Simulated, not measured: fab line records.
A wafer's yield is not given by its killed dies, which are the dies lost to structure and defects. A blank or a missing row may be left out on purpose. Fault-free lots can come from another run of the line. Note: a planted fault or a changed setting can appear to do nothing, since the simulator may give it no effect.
Which tool is to blame? ; flow n5-finfet ; 36 wafers from 12 lots sampled at 3 of the route's 1938 steps

## WHAT THE GAUGES READ, wafer by wafer
N5_BEOL_M1_THK_MEAS_53: measures by xrf.
lot;measured;on;M1_THK (nm)
L075;day 6 14:04;film-metro-01;40.0 41.2 41.9
L077;day 7 05:36;film-metro-02;36.9 38.0 38.6
L079;day 7 20:03;film-metro-01;39.3 41.0 41.3
L081;day 8 09:19;film-metro-01;39.3 37.9 41.8
L083;day 8 19:58;film-metro-02;39.8 40.1 42.1
L085;day 9 09:31;film-metro-02;39.4 40.6 41.3
L087;day 9 18:41;film-metro-01;41.1 38.5 42.1
L088;day 10 06:15;film-metro-02;40.2 43.3 42.9
L091;day 10 20:46;film-metro-02;36.7 38.9 39.7
L093;day 11 04:35;film-metro-01;40.7 39.8 40.6
L095;day 11 11:22;film-metro-02;39.4 40.3 40.9
L097;day 12 18:47;film-metro-01;36.9 35.8 38.7

## WHAT TOOL EACH LOT RAN ON (gives the tool, then ch and the chambers of the sampled wafers, and finally the start)
lot;N5_BEOL_M1_ANNEAL_49;N5_BEOL_M1_SPUTTER_79
L075;pvd-sputter-03, day 6 11:36;pvd-sputter-03, day 6 11:44
L077;pvd-sputter-03, day 7 00:47;pvd-sputter-03, day 7 00:55
L079;pvd-sputter-01, day 7 14:26;pvd-sputter-01, day 7 14:34
L081;pvd-sputter-02, day 8 04:08;pvd-sputter-02, day 8 04:17
L083;pvd-sputter-02, day 8 13:55;pvd-sputter-02, day 8 14:03
L085;pvd-sputter-01, day 9 04:35;pvd-sputter-01, day 9 04:44
L087;pvd-sputter-03, day 9 13:10;pvd-sputter-03, day 9 13:18
L088;pvd-sputter-03, day 10 01:34;pvd-sputter-03, day 10 01:43
L091;pvd-sputter-03, day 10 16:46;pvd-sputter-03, day 10 16:54
L093;pvd-sputter-02, day 11 01:28;pvd-sputter-02, day 11 01:37
L095;pvd-sputter-01, day 11 08:54;pvd-sputter-01, day 11 09:02
L097;pvd-sputter-01, day 12 16:17;pvd-sputter-01, day 12 16:25
- N5_BEOL_M1_ANNEAL_49: time 240 s.
- N5_BEOL_M1_SPUTTER_79: material Cu, target thk 4.5 nm, time 8.29 s.

## THE ANSWER, worked out from the rows above alone
Rule: usual is defined by the lots themselves. Put in order of their means at a reading, lots are off if they are a third of the lots or fewer, leave a main group of 4 or more, and stand apart from it by a gap of 3 or more times the standard deviation of the main group's means; of several such gaps the widest counts. Not used: any main group whose means are identical at the precision the tables above print for the reading. A lot without any number at a reading at which 4 lots or more have one is off too. The other lots that the step has rows for count as sound.
No lot is off at any reading shown: from this, nothing can be told.

## WHAT THE SIMULATOR HAD PUT IN
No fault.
